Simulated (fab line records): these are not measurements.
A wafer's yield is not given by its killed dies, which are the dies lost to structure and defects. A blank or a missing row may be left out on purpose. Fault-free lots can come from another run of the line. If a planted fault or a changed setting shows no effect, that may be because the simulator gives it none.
Chamber matching / flow n5-finfet / N5_BEOL_M1_ILD_DEP_00 on pecvd-03 has 3 sister chambers
The step deposits SiOC from DEMS/O2, target thk 79 nm, time 15.3 s. 18 wafers are shown with their chamber, then 9 later ones without.

== EACH WAFER AND ITS CHAMBER ==
wafer=L078.1; chamber=1; showerhead-plenum-p-Torr (Torr)=5.692; throttle-valve-pct (%)=12.6; heater-power-w (W)=483
wafer=L078.3; chamber=1; showerhead-plenum-p-Torr (Torr)=5.694; throttle-valve-pct (%)=12.4; heater-power-w (W)=495
wafer=L078.5; chamber=1; showerhead-plenum-p-Torr (Torr)=5.690; throttle-valve-pct (%)=12.4; heater-power-w (W)=472
wafer=L080.2; chamber=1; showerhead-plenum-p-Torr (Torr)=5.699; throttle-valve-pct (%)=12.3; heater-power-w (W)=510
wafer=L080.3; chamber=0; showerhead-plenum-p-Torr (Torr)=5.701; throttle-valve-pct (%)=12.5; heater-power-w (W)=510
wafer=L080.4; chamber=2; showerhead-plenum-p-Torr (Torr)=5.682; throttle-valve-pct (%)=12.2; heater-power-w (W)=515
wafer=L082.2; chamber=2; showerhead-plenum-p-Torr (Torr)=5.691; throttle-valve-pct (%)=12.3; heater-power-w (W)=485
wafer=L082.3; chamber=2; showerhead-plenum-p-Torr (Torr)=5.681; throttle-valve-pct (%)=12.0; heater-power-w (W)=489
wafer=L082.4; chamber=1; showerhead-plenum-p-Torr (Torr)=5.695; throttle-valve-pct (%)=12.5; heater-power-w (W)=498
wafer=L084.1; chamber=2; showerhead-plenum-p-Torr (Torr)=5.682; throttle-valve-pct (%)=12.4; heater-power-w (W)=479
wafer=L084.2; chamber=0; showerhead-plenum-p-Torr (Torr)=5.711; throttle-valve-pct (%)=12.4; heater-power-w (W)=512
wafer=L084.4; chamber=1; showerhead-plenum-p-Torr (Torr)=5.701; throttle-valve-pct (%)=12.7; heater-power-w (W)=510
wafer=L085.2; chamber=0; showerhead-plenum-p-Torr (Torr)=5.722; throttle-valve-pct (%)=12.9; heater-power-w (W)=442
wafer=L085.4; chamber=0; showerhead-plenum-p-Torr (Torr)=5.695; throttle-valve-pct (%)=12.6; heater-power-w (W)=448
wafer=L085.6; chamber=2; showerhead-plenum-p-Torr (Torr)=5.698; throttle-valve-pct (%)=12.5; heater-power-w (W)=475
wafer=L094.3; chamber=2; showerhead-plenum-p-Torr (Torr)=5.687; throttle-valve-pct (%)=12.2; heater-power-w (W)=487
wafer=L094.4; chamber=0; showerhead-plenum-p-Torr (Torr)=5.708; throttle-valve-pct (%)=12.4; heater-power-w (W)=513
wafer=L094.5; chamber=1; showerhead-plenum-p-Torr (Torr)=5.690; throttle-valve-pct (%)=12.6; heater-power-w (W)=473

SIGNATURES (means of the wafers above)
reading=showerhead-plenum-p-Torr; chamber 0=5.70740; chamber 1=5.69443; chamber 2=5.68683; scatter within a chamber=0.00709
reading=throttle-valve-pct; chamber 0=12.560; chamber 1=12.500; chamber 2=12.267; scatter within a chamber=0.172
reading=heater-power-w; chamber 0=485.00; chamber 1=491.57; chamber 2=488.33; scatter within a chamber=22.9
Rule: a wafer's distance from a chamber is the root of the sum, over the readings, of the square of ((its reading less the chamber's mean) divided by the reading's scatter). The wafer belongs to the nearest chamber; if the next one is less than 2 further off, it can't be placed. The scatter is the square root of a quotient: the sum, over the shown wafers, of each reading's squared deviation from its chamber's mean, divided by wafers minus chambers.

== WAFERS WHOSE CHAMBER IS MISSING ==
wafer=L089.3; showerhead-plenum-p-Torr (Torr)=5.675; throttle-valve-pct (%)=12.3; heater-power-w (W)=537
wafer=L089.5; showerhead-plenum-p-Torr (Torr)=5.679; throttle-valve-pct (%)=12.5; heater-power-w (W)=491
wafer=L089.6; showerhead-plenum-p-Torr (Torr)=5.708; throttle-valve-pct (%)=12.4; heater-power-w (W)=561
wafer=L090.1; showerhead-plenum-p-Torr (Torr)=5.685; throttle-valve-pct (%)=12.2; heater-power-w (W)=525
wafer=L090.3; showerhead-plenum-p-Torr (Torr)=5.719; throttle-valve-pct (%)=12.7; heater-power-w (W)=465
wafer=L090.6; showerhead-plenum-p-Torr (Torr)=5.696; throttle-valve-pct (%)=12.2; heater-power-w (W)=524
wafer=L096.1; showerhead-plenum-p-Torr (Torr)=5.699; throttle-valve-pct (%)=12.3; heater-power-w (W)=451
wafer=L096.4; showerhead-plenum-p-Torr (Torr)=5.713; throttle-valve-pct (%)=12.7; heater-power-w (W)=439
wafer=L096.5; showerhead-plenum-p-Torr (Torr)=5.682; throttle-valve-pct (%)=12.2; heater-power-w (W)=465

== CHAMBER TAKEN BY EACH ==
wafer=L089.3; from the rows above=can't be placed: 2 or 1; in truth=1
wafer=L089.5; from the rows above=can't be placed: 2 or 1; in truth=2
wafer=L089.6; from the rows above=can't be placed: 0 or 1 or 2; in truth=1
wafer=L090.1; from the rows above=can't be placed: 2 or 1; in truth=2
wafer=L090.3; from the rows above=can't be placed: 0 or 1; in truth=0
wafer=L090.6; from the rows above=can't be placed: 2 or 1 or 0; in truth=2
wafer=L096.1; from the rows above=can't be placed: 1 or 2 or 0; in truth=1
wafer=L096.4; from the rows above=can't be placed: 0 or 1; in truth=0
wafer=L096.5; from the rows above=can't be placed: 2 or 1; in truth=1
Correct placement for 0 of the 9. Not placeable from these rows: 9 (in 9, the candidates include the true chamber). 0 placed wrongly.
